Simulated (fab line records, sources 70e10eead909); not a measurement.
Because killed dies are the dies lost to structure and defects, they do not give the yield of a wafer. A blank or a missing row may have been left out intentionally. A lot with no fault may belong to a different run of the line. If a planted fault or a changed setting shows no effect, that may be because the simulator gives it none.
Chamber matching + flow nand harc + NHARC_A_STAIRCASE_DESCUM_270 on rie diel-06: 4 sister chambers
The step chemistry O2, time 3 s. 4 wafers are shown with their chamber, then 7 later ones without.

== WAFERS, EACH WITH ITS CHAMBER ==
| wafer  | chamber | showerhead plenum p Torr (Torr) |
|--------|---------|---------------------------------|
| L082.5 | 0       | 1.84                            |
| L087.2 | 2       | 1.94                            |
| L093.2 | 3       | 1.78                            |
| L093.4 | 1       | 1.84                            |

== WAFERS WITH NO CHAMBER GIVEN ==
| wafer  | showerhead plenum p Torr (Torr) |
|--------|---------------------------------|
| L093.6 | 1.94                            |
| L094.3 | 1.78                            |
| L094.4 | 1.83                            |
| L094.5 | 1.78                            |
| L095.1 | 1.83                            |
| L095.2 | 1.83                            |
| L095.5 | 1.83                            |

== WHICH CHAMBER EACH ONE RAN IN ==
| wafer  | from the rows above     | in truth |
|--------|-------------------------|----------|
| L093.6 | 2                       | 2        |
| L094.3 | 3                       | 3        |
| L094.4 | can't be placed: 0 or 1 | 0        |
| L094.5 | 3                       | 3        |
| L095.1 | can't be placed: 0 or 1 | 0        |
| L095.2 | can't be placed: 0 or 1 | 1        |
| L095.5 | can't be placed: 0 or 1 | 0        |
Correct placement for 3 of the 7. Can't be placed from these rows: 4 (the true chamber is among the candidates in 4). Wrongly placed: 0.
How it was worked out, from the rows above alone: a wafer's distance from a chamber is the root of the sum, over the readings, of the square of ((its reading less the chamber's mean) divided by the reading's scatter). The wafer belongs to the nearest chamber; if the next one is less than 2 further off, it can't be placed. A chamber's mean is the mean of its shown wafers. The scatter: root of mean squared gap, hidden wafer to nearest shown wafer, with one shown wafer a chamber.
